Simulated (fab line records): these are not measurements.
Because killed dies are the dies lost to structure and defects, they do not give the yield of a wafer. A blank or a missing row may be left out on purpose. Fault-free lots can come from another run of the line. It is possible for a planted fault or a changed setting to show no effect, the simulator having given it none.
fab line records	flow n5Finfet
record: lots: 10	wafers: 30	lastDay: 16
route steps=1938 shown FIN_CUT@178 STI_FIN_REVEAL@189 BEOL_M4@1111
lots untouched by any fault: they come from a run of this same line in which no faults occurred
startH: start of the lot's first displayed wafer, in hours after the record's first day	waitH: time in hours since the lot's previous step	" the same as in the row above	L1.1+2: one row covering several wafers at once	- no value, or no start given	* or withheld: withheld	< > ~ a bound
route shown NAME@n: names a module that has steps shown in the file, with the first one's number in the route	usual: average and standard deviation across the fault-free wafers	same: alike in all rows	chamber/n: place in a boat	sites: the reading at each site	_std_site: standard deviation across them	_edge_site: mean of outer sites minus mean of inner sites	radiusMm: for every site, how far away it sits from the centre of the wafer	mask NAME#n: copy n	behind: the most recent tool/chamber to have shaped the wafer	hold: why the lot was held/for how many hours/how that ended	device: transistor that didn't switch, given as n, p or np	end of line: at the end of the route, the tests of the same wafers	where a step has no rows: the recipe by itself	killed: not the wafer's yield, but the dies lost to structure and defects at the first sort	map: a wafer's dies, x killed, . not, _ none there
set.NAME: the setting the step ran with; set.NAME@STEP: the setting that earlier step ran with	model.NAME: the simulator's own value behind a step, which no gauge read
steps of the route over a sample of lots; a table a step, a row a wafer
services: when a tool's chamber went out of use (startH, in hours from the record's first day, below 0 if earlier), for how many hours, and the reason
== steps ==
step: N5_FIN_CUT_STRIP_22
recipe: chemistry: N2/H2	powerW: 500	tempC: 40	pressureMtorr: 50	rfFrequencyHz: 6e+07	overashFraction: 0.3	biasPowerW: 8	h2Frac: 0.5	n2FlowSccm: 300	h2FlowSccm: 300
usual: drypumpMotorCurrentA: 5.5/0.42	oesProductAu: 0.77/0.09	rfVppV: 54.0/2.5	showerheadPlenumPTorr: 3.37/0.12	throttleValvePct: 19.0/0.47
lot.wafer	tool	chamber	startH	waitH	drypumpMotorCurrentA	oesProductAu	rfHoursCounterH	rfVppV	showerheadPlenumPTorr	throttleValvePct
L491.3	rieDiel-06	0	34.30	0.0	4.8	0.79	149	54.1	3.23	18.8
L491.5	"	0	"	"	4.8	0.80	-	57.1	3.22	18.8
L491.6	"	3	"	"	4.8	0.72	-	54.2	3.50	19.1
L493.2	rieDiel-02	3	46.06	0.0	5.9	0.74	209	55.9	3.47	19.9
L493.4	"	0	"	"	5.9	0.71	227	54.6	3.18	19.2
L493.6	"	3	"	"	5.9	0.74	-	53.5	3.47	19.8
L494.3	rieDiel-04	1	51.49	0.0	5.4	0.78	114	55.3	3.39	19.4
L494.4	"	1	"	"	5.4	0.78	-	54.8	3.39	19.3
L494.6	"	3	"	"	5.9	0.76	-	51.2	3.46	19.2
L496.2	rieDiel-02	0	63.67	0.0	5.9	0.71	231	53.5	3.18	19.2
L496.4	"	1	"	"	6.0	0.70	199	50.9	3.17	18.0
L496.6	"	1	"	"	6.0	0.70	-	58.2	3.17	18.0
L497.1	rieDiel-04	3	69.75	0.0	5.8	0.76	172	51.7	3.46	19.2
L497.4	"	1	"	"	5.3	0.80	-	57.0	3.39	19.3
L497.6	"	3	"	"	5.9	0.75	-	49.4	3.46	19.2
L498.2	rieDiel-04	3	76.59	0.2	5.9	0.75	175	52.1	3.46	19.2
L498.5	"	1	"	"	5.4	0.78	-	53.2	3.39	19.4
L498.6	"	3	"	"	5.9	0.74	-	53.4	3.46	19.1
L499.3	rieDiel-04	1	81.77	0.0	5.3	0.78	126	53.1	3.39	19.3
L499.4	"	3	"	"	5.8	0.76	-	51.4	3.46	19.2
L499.5	"	2	"	"	5.2	0.94	-	54.6	3.44	19.0
L500.2	rieDiel-06	1	88.84	0.0	5.8	0.68	247	55.1	3.28	18.6
L500.4	"	2	"	"	4.7	0.71	226	51.1	3.19	19.6
L500.6	"	1	"	"	5.8	0.68	-	56.9	3.28	18.6
L506.2	rieDiel-06	1	124.00	0.0	5.8	0.98	2	56.9	3.28	18.3
L506.3	"	2	"	"	4.7	0.69	238	55.1	3.18	19.5
L506.6	"	0	"	"	4.8	0.73	-	53.7	3.21	18.9
L510.1	rieDiel-04	1	147.38	0.0	5.4	0.75	148	57.3	3.38	19.4
L510.5	"	0	"	"	5.6	0.92	-	54.1	3.42	18.2
L510.6	"	1	"	"	5.4	0.77	-	50.2	3.38	19.4
step: N5_STI_FIN_REVEAL_DENSIFY_30
recipe: tempC: *	timeS: *	ambient: N2	idleTempC: 600	rampUpCPerS: 150	rampDownCPerS: 60	coolToC: 600
usual: lampPowerPct: 11.53/0.052	lamp_zone_6_pct: 11.454/0.016	wafer_temp_C_max: *
same: timeS: *
lot.wafer	tool	chamber	startH	waitH	lampPowerPct	lamp_zone_6_pct	wafer_temp_C_max
L491.3	rtpAnneal-02	0	40.58	0.1	11.63	11.454	*
L491.5	"	0	"	"	11.51	11.424	*
L491.6	"	0	"	"	11.52	11.457	*
L493.2	rtpAnneal-01	0	52.30	0.1	11.54	11.430	*
L493.4	"	0	"	"	11.55	11.467	*
L493.6	"	0	"	"	11.58	11.450	*
L494.3	rtpAnneal-02	0	57.86	0.2	11.54	11.454	*
L494.4	"	0	"	"	11.50	11.467	*
L494.6	"	0	"	"	11.59	11.464	*
L496.2	rtpAnneal-02	0	69.31	0.1	11.61	11.451	*
L496.4	"	0	"	"	11.54	11.446	*
L496.6	"	0	"	"	11.48	11.480	*
L497.1	rtpAnneal-02	0	75.37	0.0	11.51	11.463	*
L497.4	"	0	"	"	11.48	11.463	*
L497.6	"	0	"	"	11.53	11.465	*
L498.2	rtpAnneal-02	0	82.23	0.1	11.53	11.453	*
L498.5	"	0	"	"	11.55	11.484	*
L498.6	"	0	"	"	11.58	11.466	*
L499.3	rtpAnneal-01	0	87.67	0.1	11.51	11.440	*
L499.4	"	0	"	"	11.50	11.459	*
L499.5	"	0	"	"	11.55	11.434	*
L500.2	rtpAnneal-01	0	95.45	0.1	11.52	11.441	*
L500.4	"	0	"	"	11.55	11.457	*
L500.6	"	0	"	"	11.55	11.456	*
L506.2	rtpAnneal-02	0	129.64	0.1	11.55	11.438	*
L506.3	"	0	"	"	11.51	11.462	*
L506.6	"	0	"	"	11.55	11.439	*
L510.1	rtpAnneal-02	0	153.03	0.0	11.48	11.459	*
L510.5	"	0	"	"	11.46	11.468	*
L510.6	"	0	"	"	11.55	11.482	*
step: N5_STI_FIN_REVEAL_PRECLEAN_17
recipe: chemistry: NF3:NH3	afsCycles: 1	tempC: 30	timeS: 20	sublimationTempC: 180	sublimationTimeS: 60	pressureTorr: 3	rfPowerW: 30
usual: timeS: 20/0
same: afsCycles: 1
lot.wafer	tool	chamber	startH	waitH	timeS
L491.3	remotePlasma-01	1	42.95	0.1	20
L491.5	"	1	"	"	20
L491.6	"	1	"	"	20
L493.2	remotePlasma-01	0	54.90	0.1	20
L493.4	"	0	"	"	20
L493.6	"	0	"	"	20
L494.3	remotePlasma-01	1	60.69	0.5	20
L494.4	"	1	"	"	20
L494.6	"	1	"	"	20
L496.2	remotePlasma-02	1	71.87	0.1	20
L496.4	"	1	"	"	20
L496.6	"	1	"	"	20
L497.1	remotePlasma-02	1	77.86	0.0	20
L497.4	"	1	"	"	20
L497.6	"	1	"	"	20
L498.2	remotePlasma-01	1	84.88	0.1	20
L498.5	"	1	"	"	20
L498.6	"	1	"	"	20
L499.3	remotePlasma-02	1	90.20	0.2	22.461
L499.4	"	1	"	"	20
L499.5	"	1	"	"	22.461
L500.2	remotePlasma-01	1	97.94	0.1	20
L500.4	"	1	"	"	20
L500.6	"	1	"	"	20
L506.2	remotePlasma-02	1	132.04	0.1	20
L506.3	"	1	"	"	22.461
L506.6	"	1	"	"	20
L510.1	remotePlasma-01	1	155.40	0.0	20
L510.5	"	1	"	"	20
L510.6	"	1	"	"	20
step: N5_STI_FIN_REVEAL_CD_MEAS_22
recipe: targetCdNm: 6.238	pitchNm: 28	polarity: line
usual: cdNm: 6.24/0.24
lot.wafer	tool	chamber	startH	waitH	cdNm
L491.3	cdSem-03	-	43.67	0.0	5.93
L491.5	"	-	"	"	6.28
L491.6	"	-	"	"	5.86
L493.2	cdSem-03	-	55.65	0.0	6.45
L493.4	"	-	"	"	6.25
L493.6	"	-	"	"	6.24
L494.3	cdSem-02	-	61.47	0.0	5.89
L494.4	"	-	"	"	6.26
L494.6	"	-	"	"	6.46
L496.2	cdSem-01	-	72.65	0.0	6.24
L496.4	"	-	"	"	6.34
L496.6	"	-	"	"	6.26
L497.1	cdSem-01	-	78.70	0.0	6.34
L497.4	"	-	"	"	6.70
L497.6	"	-	"	"	6.09
L498.2	cdSem-01	-	85.81	0.0	6.01
L498.5	"	-	"	"	6.42
L498.6	"	-	"	"	5.59
L499.3	cdSem-01	-	91.05	0.0	6.34
L499.4	"	-	"	"	6.34
L499.5	"	-	"	"	6.35
L500.2	cdSem-01	-	98.69	0.0	6.36
L500.4	"	-	"	"	6.83
L500.6	"	-	"	"	6.24
L506.2	cdSem-02	-	132.79	0.0	6.09
L506.3	"	-	"	"	6.12
L506.6	"	-	"	"	5.99
L510.1	cdSem-03	-	156.18	0.0	6.48
L510.5	"	-	"	"	5.77
L510.6	"	-	"	"	6.33
step: N5_BEOL_M4_RC_MEAS_101
usual: DIBL_N: 36.9/1.6	DIBL_P: 37.1/2	IOFF_N: 0.17/0.032	IOFF_P: 0.22/0.036	ION_N: 674/12	ION_P: 463/7.8	SS_N: 71.7/0.63	SS_P: 73.5/0.62	VT_N: 249/3.3	VT_P: -250/3.5
lot.wafer	tool	chamber	startH	waitH	DIBL_N[mV/V]	DIBL_P[mV/V]	IOFF_N[nA/um]	IOFF_P[nA/um]	ION_N[uA/um]	ION_P[uA/um]	SS_N[mV/dec]	SS_P[mV/dec]	VT_N[mV]	VT_P[mV]
L491.3	prober-02	0	188.90	0.3	36.8	37.8	0.15	0.27	664	466	71.3	73.3	252	-245
L491.5	"	0	"	"	36.7	36.2	0.15	0.24	649	462	71.9	73.0	251	-247
L491.6	"	0	"	"	37.8	37.1	0.17	0.25	666	466	71.1	73.1	249	-244
L493.2	prober-01	0	195.17	0.2	38.6	39.4	0.20	0.29	679	469	71.8	74.3	247	-246
L493.4	"	0	"	"	36.9	39.0	0.18	0.29	689	474	72.1	73.9	249	-246
L493.6	"	0	"	"	35.1	35.2	0.14	0.21	664	464	71.2	73.3	252	-248
L494.3	prober-01	0	206.15	0.3	34.7	36.2	0.13	0.19	656	462	70.8	73.8	253	-251
L494.4	"	0	"	"	38.3	39.0	0.18	0.22	672	457	72.0	74.0	249	-251
L494.6	"	0	"	"	35.0	35.9	0.14	0.18	665	463	70.9	73.2	251	-252
L496.2	prober-01	0	209.52	0.2	34.4	35.1	0.13	0.20	658	452	70.9	72.9	252	-250
L496.4	"	0	"	"	36.5	37.8	0.17	0.25	667	463	71.6	73.6	248	-246
L496.6	"	0	"	"	37.6	37.8	0.18	0.25	674	464	72.0	73.8	247	-245
L497.1	prober-01	0	220.95	0.0	38.6	38.0	0.19	0.27	674	464	72.3	73.7	248	-247
L497.4	"	0	"	"	37.5	36.6	0.17	0.22	670	459	71.8	74.0	249	-250
L497.6	"	0	"	"	37.1	36.7	0.18	0.23	677	463	72.2	73.6	248	-246
L499.3	prober-02	0	229.44	0.6	34.8	35.3	0.14	0.18	663	454	70.8	73.3	252	-253
L499.4	"	0	"	"	35.6	38.5	0.16	0.23	687	467	70.9	73.9	250	-251
L499.5	"	0	"	"	38.2	39.6	0.21	0.25	682	467	71.0	74.3	249	-250
L498.2	prober-01	0	236.71	0.2	35.6	37.6	0.16	0.21	676	466	71.0	73.9	250	-249
L498.5	"	0	"	"	35.7	37.9	0.16	0.22	674	458	71.9	73.2	250	-252
L498.6	"	0	"	"	34.7	36.8	0.14	0.20	659	459	71.3	72.9	254	-252
L500.2	prober-01	0	238.07	0.2	40.8	38.5	0.25	0.22	689	457	72.4	73.9	242	-253
L500.4	"	0	"	"	38.9	37.9	0.20	0.21	679	457	71.8	74.1	245	-253
L500.6	"	0	"	"	39.1	39.2	0.22	0.23	700	467	71.7	74.0	244	-252
L506.2	prober-01	0	275.53	0.2	36.4	39.1	0.17	0.25	680	473	72.1	74.0	253	-248
L506.3	"	0	"	"	36.3	37.7	0.18	0.23	682	463	71.6	74.3	249	-249
L506.6	"	0	"	"	36.6	37.2	0.16	0.21	676	460	71.1	74.2	254	-254
L510.1	prober-02	0	298.40	0.0	38.9	36.3	0.19	0.25	672	465	73.1	74.1	250	-247
L510.5	"	0	"	"	36.9	34.8	0.15	0.23	674	463	71.7	74.1	251	-249
L510.6	"	0	"	"	35.1	33.3	0.13	0.20	666	462	71.1	73.0	253	-250
== services ==
tool	chamber	startH	hours	kind
rieDiel-04	0	29.21	6.5	repair
rieDiel-04	2	35.87	-	clean
rieDiel-04	2	35.87	-	consumableReplace:focusRing
rieDiel-04	2	35.87	28.0	scheduledDown
rieDiel-04	2	35.87	28.0	ventCycle
rieDiel-06	1	42.30	6.0	repair
rieDiel-02	-	48.94	4.0	pm
rieDiel-02	-	56.17	2.8	pm
rieDiel-04	0	63.82	-	clean
rieDiel-04	0	63.82	-	consumableReplace:focusRing
rieDiel-04	0	63.82	19.5	scheduledDown
rieDiel-04	0	63.82	19.5	ventCycle
remotePlasma-01	-	71.81	2.6	repair
rieDiel-02	-	73.53	0.7	repair
remotePlasma-02	-	73.90	1.0	repair
rieDiel-06	2	81.75	4.3	repair
rieDiel-06	1	102.57	-	clean
rieDiel-06	1	102.57	-	consumableReplace:focusRing
rieDiel-06	1	102.57	14.9	scheduledDown
rieDiel-06	1	102.57	14.9	ventCycle
rieDiel-04	0	102.72	19.0	repair
rieDiel-02	0	132.05	-	clean
rieDiel-02	0	132.05	-	consumableReplace:focusRing
rieDiel-02	0	132.05	-	consumableReplace:showerhead
== key ==
firstSign: step: N5_STI_FIN_REVEAL_PRECLEAN_17	reading: timeS	direction: up	sigmas: 99+	usual: *	struck: *
effect none on later readings
metAt N5_STI_FIN_REVEAL_PRECLEAN_17
struckLots L499,L506
struckWafers L499.3,L499.5,L506.3
notActingAt N5_FIN_CUT_STRIP_22,N5_STI_FIN_REVEAL_DENSIFY_30,N5_STI_FIN_REVEAL_CD_MEAS_22
onsetBetween 77.86 90.20
fault: kind: processParameterDrift	tool: remotePlasma-02	chamber: -	onsetH: 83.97	steps: N5_STI_FIN_REVEAL_PRECLEAN_17	channel: timeS	offset: *	shape: step	endH: 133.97	scope: struckWafersOnly	actsIn: *	stated: *
